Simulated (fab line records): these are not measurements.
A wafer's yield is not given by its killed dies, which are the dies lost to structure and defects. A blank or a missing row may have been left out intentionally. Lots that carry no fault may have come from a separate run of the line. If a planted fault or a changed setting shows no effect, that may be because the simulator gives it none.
fab line records / flow nandHarc / part 2 of 2: steps 28 to 38 of 38
record lots=5 wafers=15 lastDay=33
route steps=1302 shown A_CHANNEL_FILL_D1@504 A_DECK1_JOINT@518
lots untouched by any fault: they come from a run of this same line in which no faults occurred
startH: the number of hours between the record's first day and the start of the first shown wafer of the lot / waitH: time in hours since the lot's previous step / " same as the row above / L1.1+2: a row that stands for several wafers / - no value present, or no start provided / * or withheld: withheld / < > ~ a bound
route shown NAME@n: names a module that has steps shown in the file, with the first one's number in the route / usual: mean/standard deviation of fault-free wafers / same: alike in all rows / chamber/n: place in a boat / sites: each site's reading / _std_site: standard deviation across them / _edge_site: the outer-site mean with the inner-site mean subtracted / radiusMm: for every site, how far away it sits from the centre of the wafer / mask NAME#n: copy n / behind: the tool/chamber that last shaped the wafer / hold: what put the lot on hold/how long, in hours/how the hold closed / device: the transistor (n, p or np) that didn't switch / end of line: at the end of the route, the tests of the same wafers / where a step has no rows: the recipe by itself / killed: at the first sort, the dies lost to defects and structure; wafer yield is something else / map: a wafer's dies, x killed, . not, _ none there
set.NAME: setting as actually run; set.NAME@STEP: the setting as run at that earlier step / model.NAME: the simulator's own value behind a step, which no gauge read
lots at selected steps of the route; one table per step, one row per wafer
services: a tool's chamber out of use, with start hour (startH, from the record's first day; less than 0 if before it), hours out, and reason
## steps
# step NHARC_A_DECK1_JOINT_CVD_34
# recipe targetThkA=200 tempC=700 pressureMtorr=300 material=SiNx
# usual susceptorTempC=700.0/0.31 zonePowerCentrePct=10.8/0.7
lot.wafer=L082.2 tool=lpcvd-02 chamber=0 startH=339.25 waitH=- susceptorTempC=699.7 zonePowerCentrePct=9.8
lot.wafer=L082.4 tool=lpcvd-02 chamber=0 startH=339.25 waitH=- susceptorTempC=699.4 zonePowerCentrePct=9.6
lot.wafer=L082.6 tool=lpcvd-02 chamber=0 startH=339.25 waitH=- susceptorTempC=700.0 zonePowerCentrePct=9.5
lot.wafer=L084.1 tool=lpcvd-01 chamber=0 startH=363.48 waitH=- susceptorTempC=699.7 zonePowerCentrePct=10.8
lot.wafer=L084.4 tool=lpcvd-01 chamber=0 startH=363.48 waitH=- susceptorTempC=700.2 zonePowerCentrePct=10.9
lot.wafer=L084.5 tool=lpcvd-01 chamber=0 startH=363.48 waitH=- susceptorTempC=699.9 zonePowerCentrePct=10.7
lot.wafer=L085.1 tool=lpcvd-01 chamber=1 startH=363.48 waitH=5.9 susceptorTempC=699.9 zonePowerCentrePct=11.4
lot.wafer=L085.3 tool=lpcvd-01 chamber=1 startH=363.48 waitH=5.9 susceptorTempC=699.8 zonePowerCentrePct=11.5
lot.wafer=L085.6 tool=lpcvd-01 chamber=1 startH=363.48 waitH=5.9 susceptorTempC=700.1 zonePowerCentrePct=11.4
lot.wafer=L091.1 tool=lpcvd-01 chamber=0 startH=418.46 waitH=- susceptorTempC=700.2 zonePowerCentrePct=10.9
lot.wafer=L091.3 tool=lpcvd-01 chamber=0 startH=418.46 waitH=- susceptorTempC=699.8 zonePowerCentrePct=10.9
lot.wafer=L091.6 tool=lpcvd-01 chamber=0 startH=418.46 waitH=- susceptorTempC=700.2 zonePowerCentrePct=10.8
lot.wafer=L096.1 tool=lpcvd-02 chamber=1 startH=479.08 waitH=3.2 susceptorTempC=699.9 zonePowerCentrePct=10.5
lot.wafer=L096.3 tool=lpcvd-02 chamber=1 startH=479.08 waitH=3.2 susceptorTempC=699.8 zonePowerCentrePct=10.6
lot.wafer=L096.5 tool=lpcvd-02 chamber=1 startH=479.08 waitH=3.2 susceptorTempC=699.6 zonePowerCentrePct=10.6
# step NHARC_A_DECK1_JOINT_DEP_06
# recipe targetThkA=800 tempC=65 material=SiOx
# usual susceptorTempC=65.00/0.13
lot.wafer=L082.2 tool=fcvd-01 chamber=1 startH=342.50 waitH=0.4 susceptorTempC=64.90
lot.wafer=L082.4 tool=fcvd-01 chamber=0 startH=342.50 waitH=0.4 susceptorTempC=64.96
lot.wafer=L082.6 tool=fcvd-01 chamber=0 startH=342.50 waitH=0.4 susceptorTempC=65.07
lot.wafer=L084.1 tool=fcvd-01 chamber=1 startH=366.68 waitH=0.4 susceptorTempC=64.95
lot.wafer=L084.4 tool=fcvd-01 chamber=1 startH=366.68 waitH=0.4 susceptorTempC=65.15
lot.wafer=L084.5 tool=fcvd-01 chamber=0 startH=366.68 waitH=0.4 susceptorTempC=64.99
lot.wafer=L085.1 tool=fcvd-01 chamber=0 startH=366.94 waitH=0.6 susceptorTempC=65.03
lot.wafer=L085.3 tool=fcvd-01 chamber=0 startH=366.94 waitH=0.6 susceptorTempC=64.83
lot.wafer=L085.6 tool=fcvd-01 chamber=1 startH=366.94 waitH=0.6 susceptorTempC=65.14
lot.wafer=L091.1 tool=fcvd-02 chamber=0 startH=421.74 waitH=0.4 susceptorTempC=65.01
lot.wafer=L091.3 tool=fcvd-02 chamber=0 startH=421.74 waitH=0.4 susceptorTempC=64.83
lot.wafer=L091.6 tool=fcvd-02 chamber=1 startH=421.74 waitH=0.4 susceptorTempC=65.14
lot.wafer=L096.1 tool=fcvd-02 chamber=0 startH=482.31 waitH=0.4 susceptorTempC=65.11
lot.wafer=L096.3 tool=fcvd-02 chamber=0 startH=482.31 waitH=0.4 susceptorTempC=64.96
lot.wafer=L096.5 tool=fcvd-02 chamber=1 startH=482.31 waitH=0.4 susceptorTempC=64.97
# step NHARC_A_DECK1_JOINT_CURE_26
# recipe tempC=150 timeS=32 pressureAtm=0.395
# usual susceptorTempC=150.00/0.15
lot.wafer=L082.2 tool=fcvd-01 chamber=1 startH=342.66 waitH=0.1 susceptorTempC=149.77
lot.wafer=L082.4 tool=fcvd-01 chamber=0 startH=342.66 waitH=0.1 susceptorTempC=150.12
lot.wafer=L082.6 tool=fcvd-01 chamber=0 startH=342.66 waitH=0.1 susceptorTempC=150.06
lot.wafer=L084.1 tool=fcvd-01 chamber=1 startH=366.86 waitH=0.1 susceptorTempC=150.25
lot.wafer=L084.4 tool=fcvd-01 chamber=1 startH=366.86 waitH=0.1 susceptorTempC=150.23
lot.wafer=L084.5 tool=fcvd-01 chamber=0 startH=366.86 waitH=0.1 susceptorTempC=150.04
lot.wafer=L085.1 tool=fcvd-01 chamber=0 startH=367.12 waitH=0.1 susceptorTempC=149.99
lot.wafer=L085.3 tool=fcvd-01 chamber=0 startH=367.12 waitH=0.1 susceptorTempC=149.85
lot.wafer=L085.6 tool=fcvd-01 chamber=1 startH=367.12 waitH=0.1 susceptorTempC=150.40
lot.wafer=L091.1 tool=fcvd-02 chamber=0 startH=421.90 waitH=0.1 susceptorTempC=149.87
lot.wafer=L091.3 tool=fcvd-02 chamber=0 startH=421.90 waitH=0.1 susceptorTempC=150.08
lot.wafer=L091.6 tool=fcvd-02 chamber=1 startH=421.90 waitH=0.1 susceptorTempC=149.58
lot.wafer=L096.1 tool=fcvd-02 chamber=0 startH=482.49 waitH=0.1 susceptorTempC=150.05
lot.wafer=L096.3 tool=fcvd-02 chamber=0 startH=482.49 waitH=0.1 susceptorTempC=150.02
lot.wafer=L096.5 tool=fcvd-02 chamber=1 startH=482.49 waitH=0.1 susceptorTempC=149.99
# step NHARC_A_DECK1_JOINT_ANNEAL_27
# recipe tempC=400 timeS=3600 idleTempC=300 rampUpCPerMin=10 densificationPH2oTorr=640
# usual zonePowerCentrePct=4.49/0.055
lot.wafer=L082.2 tool=furnace-05 chamber=0 startH=345.38 waitH=2.7 zonePowerCentrePct=4.46
lot.wafer=L082.4 tool=furnace-05 chamber=0 startH=345.38 waitH=2.7 zonePowerCentrePct=4.45
lot.wafer=L082.6 tool=furnace-05 chamber=0 startH=345.38 waitH=2.7 zonePowerCentrePct=4.50
lot.wafer=L084.1 tool=furnace-02 chamber=0 startH=370.61 waitH=3.7 zonePowerCentrePct=4.53
lot.wafer=L084.4 tool=furnace-02 chamber=0 startH=370.61 waitH=3.7 zonePowerCentrePct=4.55
lot.wafer=L084.5 tool=furnace-02 chamber=0 startH=370.61 waitH=3.7 zonePowerCentrePct=4.51
lot.wafer=L085.1 tool=furnace-02 chamber=0 startH=370.61 waitH=3.5 zonePowerCentrePct=4.51
lot.wafer=L085.3 tool=furnace-02 chamber=0 startH=370.61 waitH=3.5 zonePowerCentrePct=4.55
lot.wafer=L085.6 tool=furnace-02 chamber=0 startH=370.61 waitH=3.5 zonePowerCentrePct=4.54
lot.wafer=L091.1 tool=furnace-05 chamber=0 startH=424.61 waitH=2.7 zonePowerCentrePct=4.54
lot.wafer=L091.3 tool=furnace-05 chamber=0 startH=424.61 waitH=2.7 zonePowerCentrePct=4.52
lot.wafer=L091.6 tool=furnace-05 chamber=0 startH=424.61 waitH=2.7 zonePowerCentrePct=4.38
lot.wafer=L096.1 tool=furnace-02 chamber=0 startH=485.57 waitH=3.1 zonePowerCentrePct=4.48
lot.wafer=L096.3 tool=furnace-02 chamber=0 startH=485.57 waitH=3.1 zonePowerCentrePct=4.45
lot.wafer=L096.5 tool=furnace-02 chamber=0 startH=485.57 waitH=3.1 zonePowerCentrePct=4.53
# step NHARC_A_DECK1_JOINT_ANNEAL_28
# recipe tempC=500 timeS=1800 idleTempC=400 rampUpCPerMin=10 densificationPH2oTorr=640
# usual zonePowerCentrePct=6.20/0.091
lot.wafer=L082.2 tool=furnace-05 chamber=0 startH=349.71 waitH=2.6 zonePowerCentrePct=6.10
lot.wafer=L082.4 tool=furnace-05 chamber=0 startH=349.71 waitH=2.6 zonePowerCentrePct=6.17
lot.wafer=L082.6 tool=furnace-05 chamber=0 startH=349.71 waitH=2.6 zonePowerCentrePct=6.22
lot.wafer=L084.1 tool=furnace-02 chamber=0 startH=379.34 waitH=7.0 zonePowerCentrePct=6.30
lot.wafer=L084.4 tool=furnace-02 chamber=0 startH=379.34 waitH=7.0 zonePowerCentrePct=6.31
lot.wafer=L084.5 tool=furnace-02 chamber=0 startH=379.34 waitH=7.0 zonePowerCentrePct=6.17
lot.wafer=L085.1 tool=furnace-02 chamber=0 startH=379.34 waitH=7.0 zonePowerCentrePct=6.34
lot.wafer=L085.3 tool=furnace-02 chamber=0 startH=379.34 waitH=7.0 zonePowerCentrePct=6.37
lot.wafer=L085.6 tool=furnace-02 chamber=0 startH=379.34 waitH=7.0 zonePowerCentrePct=6.25
lot.wafer=L091.1 tool=furnace-05 chamber=0 startH=428.96 waitH=2.6 zonePowerCentrePct=6.19
lot.wafer=L091.3 tool=furnace-05 chamber=0 startH=428.96 waitH=2.6 zonePowerCentrePct=6.26
lot.wafer=L091.6 tool=furnace-05 chamber=0 startH=428.96 waitH=2.6 zonePowerCentrePct=6.16
lot.wafer=L096.1 tool=furnace-02 chamber=0 startH=491.88 waitH=4.6 zonePowerCentrePct=6.20
lot.wafer=L096.3 tool=furnace-02 chamber=0 startH=491.88 waitH=4.6 zonePowerCentrePct=6.17
lot.wafer=L096.5 tool=furnace-02 chamber=0 startH=491.88 waitH=4.6 zonePowerCentrePct=6.17
# step NHARC_A_DECK1_JOINT_ANNEAL_29
# recipe tempC=750 timeS=1800 idleTempC=500 rampUpCPerMin=10 rampDownCPerMin=3
# usual zonePowerCentrePct=12.35/0.18
lot.wafer=L082.2 tool=furnace-05 chamber=0 startH=357.52 waitH=7.1 zonePowerCentrePct=12.19
lot.wafer=L082.4 tool=furnace-05 chamber=0 startH=357.52 waitH=7.1 zonePowerCentrePct=12.40
lot.wafer=L082.6 tool=furnace-05 chamber=0 startH=357.52 waitH=7.1 zonePowerCentrePct=12.22
lot.wafer=L084.1 tool=furnace-02 chamber=0 startH=384.84 waitH=4.8 zonePowerCentrePct=12.36
lot.wafer=L084.4 tool=furnace-02 chamber=0 startH=384.84 waitH=4.8 zonePowerCentrePct=12.52
lot.wafer=L084.5 tool=furnace-02 chamber=0 startH=384.84 waitH=4.8 zonePowerCentrePct=12.36
lot.wafer=L085.1 tool=furnace-02 chamber=0 startH=384.84 waitH=4.8 zonePowerCentrePct=12.39
lot.wafer=L085.3 tool=furnace-02 chamber=0 startH=384.84 waitH=4.8 zonePowerCentrePct=12.32
lot.wafer=L085.6 tool=furnace-02 chamber=0 startH=384.84 waitH=4.8 zonePowerCentrePct=12.44
lot.wafer=L091.1 tool=furnace-05 chamber=0 startH=434.18 waitH=4.6 zonePowerCentrePct=12.37
lot.wafer=L091.3 tool=furnace-05 chamber=0 startH=434.18 waitH=4.6 zonePowerCentrePct=12.29
lot.wafer=L091.6 tool=furnace-05 chamber=0 startH=434.18 waitH=4.6 zonePowerCentrePct=12.31
lot.wafer=L096.1 tool=furnace-02 chamber=0 startH=499.07 waitH=6.5 zonePowerCentrePct=12.47
lot.wafer=L096.3 tool=furnace-02 chamber=0 startH=499.07 waitH=6.5 zonePowerCentrePct=12.58
lot.wafer=L096.5 tool=furnace-02 chamber=0 startH=499.07 waitH=6.5 zonePowerCentrePct=12.33
# step NHARC_A_DECK1_JOINT_CMP_02
# recipe material=SiOx
# usual edgeZonePressureFrac=1.000/0.0049 motorCurrentA=12.5/1.3
lot.wafer=L082.2 tool=cmp-01 chamber=2 startH=360.18 waitH=0.4 edgeZonePressureFrac=1.004 motorCurrentA=14.8
lot.wafer=L082.4 tool=cmp-01 chamber=1 startH=360.18 waitH=0.4 edgeZonePressureFrac=0.995 motorCurrentA=9.5
lot.wafer=L082.6 tool=cmp-01 chamber=3 startH=360.18 waitH=0.4 edgeZonePressureFrac=0.999 motorCurrentA=13.5
lot.wafer=L085.1 tool=cmp-03 chamber=1 startH=387.49 waitH=0.4 edgeZonePressureFrac=0.998 motorCurrentA=13.2
lot.wafer=L085.3 tool=cmp-03 chamber=2 startH=387.49 waitH=0.4 edgeZonePressureFrac=1.002 motorCurrentA=10.9
lot.wafer=L085.6 tool=cmp-03 chamber=0 startH=387.49 waitH=0.4 edgeZonePressureFrac=1.007 motorCurrentA=12.9
lot.wafer=L084.1 tool=cmp-01 chamber=2 startH=387.55 waitH=0.4 edgeZonePressureFrac=1.006 motorCurrentA=16.2
lot.wafer=L084.4 tool=cmp-01 chamber=1 startH=387.55 waitH=0.4 edgeZonePressureFrac=1.004 motorCurrentA=9.8
lot.wafer=L084.5 tool=cmp-01 chamber=2 startH=387.55 waitH=0.4 edgeZonePressureFrac=1.000 motorCurrentA=14.6
lot.wafer=L091.1 tool=cmp-02 chamber=2 startH=436.85 waitH=0.4 edgeZonePressureFrac=0.999 motorCurrentA=12.6
lot.wafer=L091.3 tool=cmp-02 chamber=3 startH=436.85 waitH=0.4 edgeZonePressureFrac=1.003 motorCurrentA=13.5
lot.wafer=L091.6 tool=cmp-02 chamber=1 startH=436.85 waitH=0.4 edgeZonePressureFrac=0.999 motorCurrentA=12.3
lot.wafer=L096.1 tool=cmp-01 chamber=2 startH=501.80 waitH=0.4 edgeZonePressureFrac=1.001 motorCurrentA=15.6
lot.wafer=L096.3 tool=cmp-01 chamber=3 startH=501.80 waitH=0.4 edgeZonePressureFrac=1.006 motorCurrentA=12.9
lot.wafer=L096.5 tool=cmp-01 chamber=0 startH=501.80 waitH=0.4 edgeZonePressureFrac=1.004 motorCurrentA=12.6
# step NHARC_A_DECK1_JOINT_SRD_15
lot.wafer=L082.2+6+4 tool=wetBench-06 chamber=1,4,6 startH=360.48 waitH=0.0
lot.wafer=L085.1+6+3 tool=wetBench-06 chamber=2,4,5 startH=387.76 waitH=0.0
lot.wafer=L084.5+4+1 tool=wetBench-02 chamber=0,1,3 startH=387.86 waitH=0.1
lot.wafer=L091.1+3+6 tool=wetBench-09 chamber=1,2,3 startH=437.13 waitH=0.1
lot.wafer=L096.3+5+1 tool=wetBench-09 chamber=2,3,5 startH=502.04 waitH=0.0
# step NHARC_A_DECK1_JOINT_DEP_16
# recipe targetThkA=450 tempC=400 pressureTorr=6.5 rfW=900 teosFlowSccm=161.4 flowSccm=2650 targetThkNm=45 gas=O2 material=SiO2
# usual flowSccm=2649/8.3 heaterPowerW=549/93 susceptorTempC=399.98/0.23 throttleValvePct=15.8/0.41
lot.wafer=L082.2 tool=pecvd-01 chamber=1 startH=360.58 waitH=0.1 flowSccm=2649 heaterPowerW=472 susceptorTempC=399.89 throttleValvePct=15.7
lot.wafer=L082.4 tool=pecvd-01 chamber=2 startH=360.58 waitH=0.1 flowSccm=2643 heaterPowerW=602 susceptorTempC=400.42 throttleValvePct=15.2
lot.wafer=L082.6 tool=pecvd-01 chamber=0 startH=360.58 waitH=0.1 flowSccm=2662 heaterPowerW=628 susceptorTempC=400.26 throttleValvePct=16.2
lot.wafer=L085.3 tool=pecvd-04 chamber=2 startH=387.85 waitH=0.1 flowSccm=2659 heaterPowerW=613 susceptorTempC=400.11 throttleValvePct=15.8
lot.wafer=L085.1 tool=pecvd-04 chamber=0 startH=387.85 waitH=0.1 flowSccm=2651 heaterPowerW=576 susceptorTempC=400.26 throttleValvePct=16.6
lot.wafer=L085.6 tool=pecvd-04 chamber=2 startH=387.85 waitH=0.1 flowSccm=2656 heaterPowerW=611 susceptorTempC=399.75 throttleValvePct=15.6
lot.wafer=L084.1 tool=pecvd-03 chamber=2 startH=387.96 waitH=0.1 flowSccm=2653 heaterPowerW=553 susceptorTempC=399.72 throttleValvePct=15.7
lot.wafer=L084.4 tool=pecvd-03 chamber=2 startH=387.96 waitH=0.1 flowSccm=2647 heaterPowerW=548 susceptorTempC=399.72 throttleValvePct=15.7
lot.wafer=L084.5 tool=pecvd-03 chamber=0 startH=387.96 waitH=0.1 flowSccm=2657 heaterPowerW=553 susceptorTempC=400.47 throttleValvePct=15.7
lot.wafer=L091.3 tool=pecvd-01 chamber=0 startH=437.24 waitH=0.1 flowSccm=2652 heaterPowerW=608 susceptorTempC=400.25 throttleValvePct=16.5
lot.wafer=L091.1 tool=pecvd-01 chamber=1 startH=437.24 waitH=0.1 flowSccm=2642 heaterPowerW=621 susceptorTempC=399.94 throttleValvePct=16.2
lot.wafer=L091.6 tool=pecvd-01 chamber=0 startH=437.24 waitH=0.1 flowSccm=2646 heaterPowerW=614 susceptorTempC=399.85 throttleValvePct=16.4
lot.wafer=L096.3 tool=pecvd-04 chamber=2 startH=502.14 waitH=0.1 flowSccm=2636 heaterPowerW=623 susceptorTempC=399.80 throttleValvePct=16.5
lot.wafer=L096.1 tool=pecvd-04 chamber=1 startH=502.14 waitH=0.1 flowSccm=2641 heaterPowerW=415 susceptorTempC=400.09 throttleValvePct=15.8
lot.wafer=L096.5 tool=pecvd-04 chamber=1 startH=502.14 waitH=0.1 flowSccm=2654 heaterPowerW=419 susceptorTempC=400.09 throttleValvePct=15.4
# step NHARC_A_DECK1_JOINT_THK_MEAS_17
# recipe thkMeasGauge=ellipsometry
# usual thkNm=45.2/1.2
lot.wafer=L082.2 tool=filmMetro-01 chamber=- startH=360.85 waitH=0.2 thkNm=45.1
lot.wafer=L082.4 tool=filmMetro-01 chamber=- startH=360.85 waitH=0.2 thkNm=45.1
lot.wafer=L082.6 tool=filmMetro-01 chamber=- startH=360.85 waitH=0.2 thkNm=47.6
lot.wafer=L085.1 tool=filmMetro-02 chamber=- startH=388.14 waitH=0.2 thkNm=43.7
lot.wafer=L085.3 tool=filmMetro-02 chamber=- startH=388.14 waitH=0.2 thkNm=46.6
lot.wafer=L085.6 tool=filmMetro-02 chamber=- startH=388.14 waitH=0.2 thkNm=48.7
lot.wafer=L084.1 tool=filmMetro-01 chamber=- startH=388.33 waitH=0.3 thkNm=44.2
lot.wafer=L084.4 tool=filmMetro-01 chamber=- startH=388.33 waitH=0.3 thkNm=45.6
lot.wafer=L084.5 tool=filmMetro-01 chamber=- startH=388.33 waitH=0.3 thkNm=45.2
lot.wafer=L091.1 tool=filmMetro-02 chamber=- startH=437.49 waitH=0.2 thkNm=46.5
lot.wafer=L091.3 tool=filmMetro-02 chamber=- startH=437.49 waitH=0.2 thkNm=45.9
lot.wafer=L091.6 tool=filmMetro-02 chamber=- startH=437.49 waitH=0.2 thkNm=44.7
lot.wafer=L096.1 tool=filmMetro-02 chamber=- startH=502.42 waitH=0.2 thkNm=42.9
lot.wafer=L096.3 tool=filmMetro-02 chamber=- startH=502.42 waitH=0.2 thkNm=45.4
lot.wafer=L096.5 tool=filmMetro-02 chamber=- startH=502.42 waitH=0.2 thkNm=44.2
# step NHARC_A_DECK1_JOINT_INSPECT_05
# usual rawDefectCount=281/100
lot.wafer=L082.2 tool=defectInspect-02 chamber=- startH=360.89 waitH=0.0 rawDefectCount=297
lot.wafer=L082.4 tool=defectInspect-02 chamber=- startH=360.89 waitH=0.0 rawDefectCount=269
lot.wafer=L082.6 tool=defectInspect-02 chamber=- startH=360.89 waitH=0.0 rawDefectCount=179
lot.wafer=L085.1 tool=defectInspect-01 chamber=- startH=388.17 waitH=0.0 rawDefectCount=187
lot.wafer=L085.3 tool=defectInspect-01 chamber=- startH=388.17 waitH=0.0 rawDefectCount=362
lot.wafer=L085.6 tool=defectInspect-01 chamber=- startH=388.17 waitH=0.0 rawDefectCount=236
lot.wafer=L084.1 tool=defectInspect-01 chamber=- startH=388.36 waitH=0.0 rawDefectCount=173
lot.wafer=L084.4 tool=defectInspect-01 chamber=- startH=388.36 waitH=0.0 rawDefectCount=398
lot.wafer=L084.5 tool=defectInspect-01 chamber=- startH=388.36 waitH=0.0 rawDefectCount=198
lot.wafer=L091.1 tool=defectInspect-01 chamber=- startH=437.53 waitH=0.0 rawDefectCount=225
lot.wafer=L091.3 tool=defectInspect-01 chamber=- startH=437.53 waitH=0.0 rawDefectCount=242
lot.wafer=L091.6 tool=defectInspect-01 chamber=- startH=437.53 waitH=0.0 rawDefectCount=240
lot.wafer=L096.1 tool=defectInspect-01 chamber=- startH=502.45 waitH=0.0 rawDefectCount=309
lot.wafer=L096.3 tool=defectInspect-01 chamber=- startH=502.45 waitH=0.0 rawDefectCount=357
lot.wafer=L096.5 tool=defectInspect-01 chamber=- startH=502.45 waitH=0.0 rawDefectCount=259
## services
tool=cmp-01 chamber=- startH=295.30 hours=4.5 kind=repair
tool=cmp-01 chamber=- startH=309.64 hours=4.0 kind=pm
tool=wetBench-02 chamber=- startH=315.44 hours=19.0 kind=repair
tool=fcvd-01 chamber=- startH=325.36 hours=1.1 kind=repair
tool=rieSi-01 chamber=3 startH=329.30 hours=2.7 kind=repair
tool=wetBench-07 chamber=- startH=336.00 hours=8.0 kind=pm
tool=rieSi-01 chamber=3 startH=336.80 hours=17.6 kind=repair
tool=rieDiel-13 chamber=- startH=342.03 hours=9.0 kind=pm
tool=wetBench-07 chamber=- startH=351.94 hours=7.0 kind=repair
tool=wetBench-09 chamber=- startH=352.86 hours=8.0 kind=pm
tool=wetBench-06 chamber=- startH=369.60 hours=8.0 kind=pm
tool=rieSi-01 chamber=- startH=370.00 hours=9.0 kind=pm
tool=cmp-01 chamber=- startH=373.45 hours=9.2 kind=repair
tool=fcvd-01 chamber=- startH=375.23 hours=13.0 kind=pm
tool=fcvd-01 chamber=- startH=397.35 hours=1.5 kind=repair
tool=cmp-01 chamber=- startH=407.64 hours=4.0 kind=pm
tool=lpcvdPoly-04 chamber=- startH=415.73 hours=3.4 kind=repair
tool=wetBench-02 chamber=- startH=420.00 hours=8.0 kind=pm
tool=wetH3po4-02 chamber=- startH=420.35 hours=8.0 kind=pm
tool=fcvd-01 chamber=1 startH=436.07 hours=3.5 kind=repair
tool=wetBench-05 chamber=- startH=436.80 hours=8.0 kind=pm
tool=rieDiel-13 chamber=3 startH=456.70 hours=6.9 kind=repair
tool=wetBench-02 chamber=- startH=467.90 hours=2.8 kind=repair
tool=lpcvdPoly-04 chamber=- startH=481.48 hours=1.6 kind=repair
